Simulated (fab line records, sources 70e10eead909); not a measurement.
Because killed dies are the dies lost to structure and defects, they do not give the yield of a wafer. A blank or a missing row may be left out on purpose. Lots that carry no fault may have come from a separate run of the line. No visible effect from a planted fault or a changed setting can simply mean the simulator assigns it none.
Which tool did it? + flow nand harc + 36 wafers from 12 lots sampled at 5 of the route's 1302 steps

## WHAT THE GAUGES SHOWED, per wafer
NHARC_P_M1_THK_MEAS_24: measures by xrf.
| lot  | measured     | on            | thk nm (nm)       |
|------|--------------|---------------|-------------------|
| L074 | day 6 14:26  | film metro-01 | 155.8 158.1 157.0 |
| L077 | day 7 17:20  | film metro-02 | 156.6 156.8 157.2 |
| L079 | day 8 13:13  | film metro-01 | 158.5 161.3 158.3 |
| L081 | day 9 10:36  | film metro-01 | 158.7 158.7 160.7 |
| L083 | day 10 01:15 | film metro-01 | 158.1 157.2 157.2 |
| L085 | day 11 00:38 | film metro-01 | 157.0 157.7 156.2 |
| L087 | day 11 14:59 | film metro-02 | 155.5 160.1 155.4 |
| L089 | day 12 15:29 | film metro-02 | 157.9 156.5 157.3 |
| L091 | day 13 14:47 | film metro-01 | 160.0 158.2 160.2 |
| L093 | day 14 08:28 | film metro-02 | 156.5 159.1 158.0 |
| L094 | day 15 00:04 | film metro-01 | 159.0 158.1 157.4 |
| L097 | day 15 18:26 | film metro-02 | 159.4 160.6 157.4 |

## WHAT TOOL EACH LOT RAN ON (gives the tool, then ch and the chambers of the sampled wafers, and finally the start)
| lot  | NHARC_P_CONTACT_ETCH_36                       | NHARC_P_M0_ANNEAL_30             | NHARC_P_M0_PRE_CLEAN_31         | NHARC_P_M1_PVD_20                       |
|------|-----------------------------------------------|----------------------------------|---------------------------------|-----------------------------------------|
| L074 | rie diel-09 ch 0,1,2, day 6 09:13 or earlier  | rtp anneal-02 ch 0, day 6 09:13  | pecvd-03 ch 1,2, day 6 10:02    | pvd sputter-02, day 6 14:26 or earlier  |
| L077 | rie diel-03 ch 1,2,3, day 7 12:28 or earlier  | rtp anneal-01 ch 0, day 7 12:28  | pecvd-01 ch 1,2, day 7 13:24    | pvd sputter-03, day 7 17:20 or earlier  |
| L079 | rie diel-07 ch 1,2,3, day 8 08:15 or earlier  | rtp anneal-02 ch 0, day 8 08:15  | pecvd-01 ch 0,1,2, day 8 09:08  | pvd sputter-01, day 8 13:13 or earlier  |
| L081 | rie diel-07 ch 0,3, day 9 05:47 or earlier    | rtp anneal-01 ch 0, day 9 05:47  | pecvd-03 ch 1,2, day 9 06:38    | pvd sputter-01, day 9 10:36 or earlier  |
| L083 | rie diel-03 ch 2,3, day 9 20:26 or earlier    | rtp anneal-02 ch 0, day 9 20:26  | pecvd-04 ch 1,2, day 9 21:14    | pvd sputter-01, day 10 01:15 or earlier |
| L085 | rie diel-03 ch 0,1,3, day 10 19:52 or earlier | rtp anneal-02 ch 0, day 10 19:52 | pecvd-04 ch 0,1, day 10 20:43   | pvd sputter-02, day 11 00:38 or earlier |
| L087 | rie diel-09 ch 0,2,3, day 11 09:40 or earlier | rtp anneal-01 ch 0, day 11 09:40 | pecvd-03 ch 1,2, day 11 10:52   | pvd sputter-03, day 11 14:59 or earlier |
| L089 | rie diel-07 ch 1,2,3, day 12 10:49 or earlier | rtp anneal-01 ch 0, day 12 10:49 | pecvd-03 ch 0,1,2, day 12 11:37 | pvd sputter-03, day 12 15:29 or earlier |
| L091 | rie diel-03 ch 0,1, day 13 09:52 or earlier   | rtp anneal-02 ch 0, day 13 09:52 | pecvd-04 ch 0,1, day 13 10:46   | pvd sputter-01, day 13 14:47 or earlier |
| L093 | rie diel-07 ch 0,2,3, day 14 03:37 or earlier | rtp anneal-02 ch 0, day 14 03:37 | pecvd-03 ch 0,2, day 14 04:31   | pvd sputter-02, day 14 08:28 or earlier |
| L094 | rie diel-03 ch 0,1,2, day 14 19:13 or earlier | rtp anneal-02 ch 0, day 14 19:13 | pecvd-03 ch 0,1, day 14 20:10   | pvd sputter-02, day 15 00:04 or earlier |
| L097 | rie diel-07 ch 1,2, day 15 13:36 or earlier   | rtp anneal-02 ch 0, day 15 13:36 | pecvd-01 ch 0,1,2, day 15 14:23 | pvd sputter-01, day 15 18:26 or earlier |
- NHARC_P_CONTACT_ETCH_36: etches the open film in N2/H2, target depth 260 nm, time 406.25 s.
- NHARC_P_M0_ANNEAL_30: time 90 s.
- NHARC_P_M0_PRE_CLEAN_31: time 12 s.
- NHARC_P_M1_PVD_20: deposits TaN, target thk 5 nm, time 8.06 s.

## THE ANSWER, worked out from the rows above alone
Rule: the usual values come from the lots themselves. Put in order of their means at a reading, lots are off if they are a third of the lots or fewer, leave a main group of 4 or more, and stand apart from it by a gap of 3 or more times the standard deviation of the main group's means; of several such gaps the widest counts. A main group is skipped when, at the precision printed for the reading in the tables above, its means are all equal. Also off: a lot with no number at a reading for which 4 or more lots have one. Any other lot the step has rows for is counted as sound.
Across all readings shown, no lot is off: no conclusion can be drawn from this.

## WHAT THE SIMULATOR HAD INSERTED
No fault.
